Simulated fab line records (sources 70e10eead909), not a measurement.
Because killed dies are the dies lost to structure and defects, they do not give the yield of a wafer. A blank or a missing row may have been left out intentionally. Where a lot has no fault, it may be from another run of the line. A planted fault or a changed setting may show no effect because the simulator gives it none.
Matching of chambers / flow nand-harc / 4 sister chambers for NHARC_A_M0_CMP_23 on cmp-01
The step polishes, t overpolish 20 s, target thk 113.75 nm. 14 wafers are shown with their chamber, then 7 later ones without.

## WAFERS PAIRED WITH THEIR CHAMBERS
wafer=L865.1; chamber=3; motor-current-A (A)=13.2; time-to-endpoint-s (s)=31.5; slurry-filter-dp-kPa (kPa)=13.63
wafer=L865.3; chamber=1; motor-current-A (A)=11.3; time-to-endpoint-s (s)=26.8; slurry-filter-dp-kPa (kPa)=13.43
wafer=L865.6; chamber=1; motor-current-A (A)=11.2; time-to-endpoint-s (s)=25.7; slurry-filter-dp-kPa (kPa)=13.58
wafer=L867.1; chamber=1; motor-current-A (A)=11.8; time-to-endpoint-s (s)=27.4; slurry-filter-dp-kPa (kPa)=13.62
wafer=L867.2; chamber=3; motor-current-A (A)=13.2; time-to-endpoint-s (s)=30.7; slurry-filter-dp-kPa (kPa)=13.50
wafer=L867.3; chamber=2; motor-current-A (A)=11.1; time-to-endpoint-s (s)=27.6; slurry-filter-dp-kPa (kPa)=13.43
wafer=L868.2; chamber=0; motor-current-A (A)=12.4; time-to-endpoint-s (s)=32.5; slurry-filter-dp-kPa (kPa)=13.54
wafer=L868.4; chamber=3; motor-current-A (A)=12.7; time-to-endpoint-s (s)=35.0; slurry-filter-dp-kPa (kPa)=13.54
wafer=L868.5; chamber=1; motor-current-A (A)=10.9; time-to-endpoint-s (s)=27.1; slurry-filter-dp-kPa (kPa)=13.22
wafer=L871.3; chamber=0; motor-current-A (A)=12.8; time-to-endpoint-s (s)=34.0; slurry-filter-dp-kPa (kPa)=13.54
wafer=L871.4; chamber=3; motor-current-A (A)=13.0; time-to-endpoint-s (s)=31.7; slurry-filter-dp-kPa (kPa)=13.69
wafer=L871.5; chamber=3; motor-current-A (A)=13.3; time-to-endpoint-s (s)=31.2; slurry-filter-dp-kPa (kPa)=13.48
wafer=L872.1; chamber=3; motor-current-A (A)=12.0; time-to-endpoint-s (s)=33.4; slurry-filter-dp-kPa (kPa)=13.62
wafer=L872.2; chamber=1; motor-current-A (A)=11.2; time-to-endpoint-s (s)=30.5; slurry-filter-dp-kPa (kPa)=13.27

SIGNATURES (means of the wafers above)
reading=motor-current-A; chamber 0=12.600; chamber 1=11.280; chamber 2=11.100; chamber 3=12.900; scatter within a chamber=0.413
reading=time-to-endpoint-s; chamber 0=33.250; chamber 1=27.500; chamber 2=27.600; chamber 3=32.250; scatter within a chamber=1.65
reading=slurry-filter-dp-kPa; chamber 0=13.5400; chamber 1=13.4240; chamber 2=13.4300; chamber 3=13.5767; scatter within a chamber=0.127
Rule: a wafer lies at a distance from a chamber equal to the root of the sum of squares, over the readings, of (its reading less the chamber's mean, divided by the reading's scatter). If the next closest chamber is less than 2 further off than the closest, the wafer can't be placed; otherwise it belongs to the closest. The scatter: take each reading less its chamber's mean, square it, sum over the shown wafers, divide by the number of wafers less the number of chambers, and take the root.

## WAFERS WITH NO CHAMBER GIVEN
wafer=L872.3; motor-current-A (A)=11.1; time-to-endpoint-s (s)=32.0; slurry-filter-dp-kPa (kPa)=13.65
wafer=L883.1; motor-current-A (A)=12.0; time-to-endpoint-s (s)=25.4; slurry-filter-dp-kPa (kPa)=13.59
wafer=L883.3; motor-current-A (A)=12.3; time-to-endpoint-s (s)=32.1; slurry-filter-dp-kPa (kPa)=13.40
wafer=L883.4; motor-current-A (A)=11.5; time-to-endpoint-s (s)=27.9; slurry-filter-dp-kPa (kPa)=13.38
wafer=L884.2; motor-current-A (A)=12.8; time-to-endpoint-s (s)=35.3; slurry-filter-dp-kPa (kPa)=13.80
wafer=L884.4; motor-current-A (A)=11.1; time-to-endpoint-s (s)=33.6; slurry-filter-dp-kPa (kPa)=13.78
wafer=L884.6; motor-current-A (A)=12.6; time-to-endpoint-s (s)=32.6; slurry-filter-dp-kPa (kPa)=13.56

## EACH ONE'S CHAMBER
wafer=L872.3; from the rows above=can't be placed: 2 or 1 or 0 or 3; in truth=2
wafer=L883.1; from the rows above=can't be placed: 1 or 2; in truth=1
wafer=L883.3; from the rows above=can't be placed: 0 or 3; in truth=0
wafer=L883.4; from the rows above=can't be placed: 1 or 2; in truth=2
wafer=L884.2; from the rows above=can't be placed: 0 or 3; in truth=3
wafer=L884.4; from the rows above=can't be placed: 0 or 2 or 1 or 3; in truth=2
wafer=L884.6; from the rows above=can't be placed: 0 or 3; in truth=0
Placed correctly: 0 of 7. These rows do not allow placing 7 (true chamber among the candidates in 7). 0 placed wrongly.
